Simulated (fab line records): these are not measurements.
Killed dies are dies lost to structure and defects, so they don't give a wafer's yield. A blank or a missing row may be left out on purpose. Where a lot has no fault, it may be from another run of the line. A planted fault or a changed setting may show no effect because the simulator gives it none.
Problem report, 8D (eight disciplines) form, completed by code :: flow nand_harc :: the parts of the form that need people (team, actions taken, sign-off) are left out

1. WHAT WENT WRONG
killed_at_array at NHARC_END_SORT_01 reads a mean of 103 on 4 wafers of 2 lots; wafers without a fault read 27 with a standard deviation of 11. That is +6.9 standard deviations from the usual mean.
The first sign was on wafer L289.2 at day 24 21:17, on prober-01. At this step, 19 wafers from 7 lots have a number in the record. Rule for "out" (also "out of limits"): further than 4 standard deviations from the usual mean. All remaining wafers that have a number are taken as sound.

2. WHAT IT IS AND WHAT IT IS NOT
question: which readings at this step
is: killed_at_array, killed_dies
is not: killed_at_periphery, killed_open, killed_short

question: which lots
is: L289, L290
is not: L271, L275, L276, L279, L284

question: which wafers of those lots
is: L289.2, L289.6, L290.2, L290.5
is not: L289.4, L290.4

question: read on which gauges
is: prober-01, prober-02
is not: -

question: when
is: from day 24 21:17
is not: up to then (13 sound wafers); but 2 sound wafers of L289, L290 came after

3. WHAT RULES OUT EACH SUSPECT
Counting: any tool at a process step up to the reading remains a suspect provided it ran every lot that is out. Sound lots after the first of them don't rule it out here, since some wafers of a struck lot are sound.
- ruled out: the gauge at NHARC_END_SORT_01. Those wafers that are out were read across 2 gauges (prober-01, prober-02).
- har_cap_etch-03 at NHARC_A_CONTACT_ETCH_122 (etches the open film in C4F8/O2/Ar, time 95 s, target depth 930 nm): kept. It processed each lot that is out (first: L289, day 22 02:50); up to then, its last sound lot is L279 (day 19 17:14).
- plasma_asher-01 at NHARC_THIN_TSV_STRIP_45 (strips in O2): kept. It processed each lot that is out (first: L289, day 24 06:44); up to then, its last sound lot is L279 (day 22 00:49).
- cmp-04 at NHARC_THIN_TSV_CMP_21 (polishes, t overpolish 30 s, target thk 2000 nm): kept. It processed each lot that is out (first: L289, day 24 10:05); up to then, its last sound lot is L284 (day 22 21:27).
- The sound lot-mates ran in chamber 1 of har_cap_etch-03 at NHARC_A_CONTACT_ETCH_122, but the wafers that are out ran in chamber 0.
After the count, these remain: har_cap_etch-03 at NHARC_A_CONTACT_ETCH_122, plasma_asher-01 at NHARC_THIN_TSV_STRIP_45 and cmp-04 at NHARC_THIN_TSV_CMP_21.

4. THE CAUSE (what the simulator had put in)
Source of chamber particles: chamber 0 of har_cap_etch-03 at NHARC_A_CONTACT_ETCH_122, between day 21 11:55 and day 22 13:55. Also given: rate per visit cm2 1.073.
After counting, 3 suspects remain, this tool included.

5. SEQUENCE OF EFFECTS, ordered by route
Each row: a reading whose mean over the struck wafers that have a number lies more than 3 standard deviations from the usual. Scope: only readings with a usual standard deviation given in the record; hours: median across lots of the time from each lot's start at the first step in this table that gives one to its start at this step; sigmas: change in usual standard deviations.
hours: 0
step: NHARC_END_SORT_01
reading: killed_at_array
usual: 27
on struck wafers: 103
change: +76
sigmas: +6.9

hours: 0
step: NHARC_END_SORT_01
reading: killed_dies
usual: 30
on struck wafers: 105
change: +75
sigmas: +6.8

6. WHAT WOULD HAVE CAUGHT IT SOONER
The first out-of-limits reading at a measuring or inspecting step in this record came at day 24 21:17, 81 hours after the fault's start at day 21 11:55.
Each of the lots that are out, 2 in all, had begun NHARC_A_CONTACT_ETCH_122 on har_cap_etch-03 no later than day 24 21:17. None of them would have been spared by holding the tool at that moment.
